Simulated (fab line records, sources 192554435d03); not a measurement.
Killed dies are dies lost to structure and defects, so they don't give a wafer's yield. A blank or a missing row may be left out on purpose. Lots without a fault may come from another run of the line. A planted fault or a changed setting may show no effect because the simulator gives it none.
Which tool did it? | flow n5_finfet | 12 lots, 28 wafers sampled, at 4 steps of a route of 1938

WHAT THE GAUGES READ, wafer by wafer
N5_BEOL_M4_RC_MEAS_101.
lot  | measured     | on        | DIBL_N (mV/V)  | DIBL_P (mV/V)  | IOFF_N (nA/um) | IOFF_P (nA/um) | ION_N (uA/um) | ION_P (uA/um) | SS_N (mV/dec)  | SS_P (mV/dec)  | VT_N (mV)   | VT_P (mV)
L638 | day 8 07:53  | prober-02 | 36.9 40.0 38.3 | 38.2 41.8 40.1 | 0.18 0.23 0.19 | 0.25 0.32 0.30 | 708 704 682   | 483 487 472   | 71.2 72.4 72.0 | 73.4 75.1 75.2 | 246 245 246 | -246 -243 -245
L639 | day 8 18:25  | prober-01 | 36.5 34.8      | 36.3 33.8      | 0.15 0.11      | 0.22 0.18      | 686 627       | 466 440       | 71.0 71.2      | 72.7 73.0      | 247 259     | -249 -257
L641 | day 10 12:07 | prober-02 | 37.2 38.7      | 36.4 39.8      | 0.19 0.22      | 0.25 0.33      | 657 654       | 448 455       | 73.0 72.3      | 74.4 75.3      | 248 247     | -247 -245
L642 | day 10 17:28 | prober-01 | 35.7 39.7      | 36.6 41.8      | 0.16 0.26      | 0.28 0.42      | 683 714       | 483 495       | 71.7 71.7      | 73.1 74.6      | 250 241     | -239 -238
L644 | day 11 09:26 | prober-02 | 35.8 41.5      | 33.9 39.7      | 0.17 0.30      | 0.17 0.27      | 673 687       | 454 457       | 72.2 73.7      | 72.9 74.7      | 248 246     | -252 -248
L646 | day 11 19:19 | prober-01 | 34.4 34.4      | 35.8 36.2      | 0.15 0.14      | 0.20 0.22      | 683 651       | 464 454       | 72.2 71.8      | 73.1 73.4      | 248 253     | -250 -252
L647 | day 11 02:53 | prober-01 | 36.0 35.1      | 35.0 33.7      | 0.16 0.13      | 0.24 0.20      | 667 650       | 465 453       | 70.9 71.6      | 72.9 72.8      | 248 251     | -247 -249
L657 | day 14 05:27 | prober-02 | 36.8 38.1      | 36.9 38.4      | 0.18 0.19      | 0.24 0.25      | 689 679       | 468 463       | 71.7 72.0      | 72.9 73.9      | 245 246     | -248 -245
L658 | day 14 14:22 | prober-01 | 33.2 37.1 35.7 | 33.6 37.4 35.1 | 0.11 0.18 0.15 | 0.17 0.23 0.18 | 667 695 659   | 459 472 451   | 70.6 72.1 70.6 | 71.8 72.9 72.5 | 252 244 251 | -249 -244 -252
L659 | day 14 19:58 | prober-02 | 35.2 35.0 36.6 | 34.1 34.6 36.3 | 0.15 0.14 0.17 | 0.20 0.20 0.23 | 683 675 689   | 464 466 470   | 71.3 71.2 72.5 | 72.3 72.1 73.7 | 249 251 249 | -251 -250 -249
L660 | day 15 12:50 | prober-01 | 35.3 37.2 32.0 | 35.1 37.3 30.7 | 0.15 0.19 0.11 | 0.21 0.24 0.16 | 679 687 676   | 470 470 470   | 71.6 71.8 69.8 | 73.5 73.9 72.2 | 252 247 255 | -248 -249 -253
L661 | day 15 13:28 | prober-01 | 33.5 34.1      | 34.5 34.9      | 0.12 0.14      | 0.19 0.20      | 652 674       | 459 470       | 71.2 70.4      | 72.9 71.8      | 255 248     | -249 -249

N5_BEOL_M14_INSPECT_55: inspects for defects (darkfield).
lot  | measured     | on                | raw_defect_count
L638 | day 12 04:22 | defect_inspect-01 | 33 71 80
L639 | day 12 05:02 | defect_inspect-02 | 86 127
L641 | day 14 03:10 | defect_inspect-01 | 33 49
L642 | day 14 01:23 | defect_inspect-01 | 58 30
L644 | day 14 20:28 | defect_inspect-01 | 44 45
L646 | day 15 13:59 | defect_inspect-01 | 133 132
L647 | day 14 12:06 | defect_inspect-02 | 61 95
L657 | day 17 13:56 | defect_inspect-01 | 91 97
L658 | day 18 00:12 | defect_inspect-01 | 94 80 61
L659 | day 18 10:07 | defect_inspect-01 | 73 76 62
L660 | day 19 01:55 | defect_inspect-02 | 74 67 99
L661 | day 19 02:08 | defect_inspect-02 | 153 88

WHICH TOOL RAN EACH LOT (tool, then ch and the chambers of the sampled wafers, then the start)
lot  | N5_BEOL_M0_SAQP_HM_DEP_02    | N5_BEOL_M14_SPUTTER_45
L638 | pvd_sputter-02, day 5 09:52  | pvd_sputter-02, day 12 03:19
L639 | pvd_sputter-02, day 5 14:16  | pvd_sputter-02, day 12 03:55
L641 | pvd_sputter-02, day 6 14:35  | pvd_sputter-03, day 14 02:06
L642 | pvd_sputter-01, day 6 18:17  | pvd_sputter-02, day 14 00:19
L644 | pvd_sputter-02, day 7 04:39  | pvd_sputter-02, day 14 19:22
L646 | pvd_sputter-02, day 7 12:20  | pvd_sputter-01, day 15 12:34
L647 | pvd_sputter-02, day 7 16:11  | pvd_sputter-03, day 14 11:02
L657 | pvd_sputter-03, day 10 08:41 | pvd_sputter-02, day 17 12:53
L658 | pvd_sputter-01, day 10 14:50 | pvd_sputter-02, day 17 23:08
L659 | pvd_sputter-02, day 10 19:00 | pvd_sputter-02, day 18 09:04
L660 | pvd_sputter-02, day 11 02:36 | pvd_sputter-02, day 19 00:38
L661 | pvd_sputter-01, day 11 05:30 | pvd_sputter-03, day 19 01:05
- N5_BEOL_M0_SAQP_HM_DEP_02: deposits TiN, target thk 12 nm.
- N5_BEOL_M14_SPUTTER_45: material Cu, target thk 100 nm, time 16.67 s.

WHAT THE TOOLS THEMSELVES READ (means of the sampled wafers that have a number; where no wafer has one, the mark that the record gives instead)
N5_BEOL_M0_SAQP_HM_DEP_02.
lot  | tool           | substrate_temp_c (C) | throttle_valve_pct (%)
L638 | pvd_sputter-02 | 24.95                | 30.5
L639 | pvd_sputter-02 | 24.98                | 30.1
L641 | pvd_sputter-02 | 24.79                | 30.0
L642 | pvd_sputter-01 | 25.05                | 30.7
L644 | pvd_sputter-02 | 24.98                | 29.8
L646 | pvd_sputter-02 | 25.01                | 31.0
L647 | pvd_sputter-02 | 25.12                | 31.3
L657 | pvd_sputter-03 | 25.17                | 28.7
L658 | pvd_sputter-01 | 24.83                | 30.8
L659 | pvd_sputter-02 | 25.04                | 30.0
L660 | pvd_sputter-02 | 24.94                | 30.9
L661 | pvd_sputter-01 | 24.96                | 30.6

N5_BEOL_M14_SPUTTER_45.
lot  | tool           | substrate_temp_c (C) | throttle_valve_pct (%)
L638 | pvd_sputter-02 | -19.98               | 30.4
L639 | pvd_sputter-02 | -20.04               | 29.5
L641 | pvd_sputter-03 | -20.18               | 28.4
L642 | pvd_sputter-02 | -20.10               | 30.2
L644 | pvd_sputter-02 | -19.88               | 31.4
L646 | pvd_sputter-01 | -19.88               | 29.6
L647 | pvd_sputter-03 | -20.00               | 28.5
L657 | pvd_sputter-02 | -20.00               | 30.0
L658 | pvd_sputter-02 | -20.11               | 30.5
L659 | pvd_sputter-02 | -20.04               | 30.5
L660 | pvd_sputter-02 | -19.94               | 29.7
L661 | pvd_sputter-03 | -20.05               | 29.1

THE ANSWER, worked out from the rows above alone
Rule: what is usual is taken from the lots themselves. Put in order of their means at a reading, lots are off if they are a third of the lots or fewer, leave a main group of 4 or more, and stand apart from it by a gap of 3 or more times the standard deviation of the main group's means; of several such gaps the widest counts. A main group whose means are all the same, to the digits that the tables above print for the reading, isn't used. A lot without any number at a reading at which 4 lots or more have one is off too. The other lots that the step has rows for count as sound. The gauges are gone through in route order, then the tools' own readings, and for those a lot's mean is taken as printed above. The first step at which some lot is off is used, and at that step the reading that is off furthest; a lot without a number counts as furthest.
No lot is off at any reading shown: from this, nothing can be told.

WHAT THE SIMULATOR HAD PUT IN
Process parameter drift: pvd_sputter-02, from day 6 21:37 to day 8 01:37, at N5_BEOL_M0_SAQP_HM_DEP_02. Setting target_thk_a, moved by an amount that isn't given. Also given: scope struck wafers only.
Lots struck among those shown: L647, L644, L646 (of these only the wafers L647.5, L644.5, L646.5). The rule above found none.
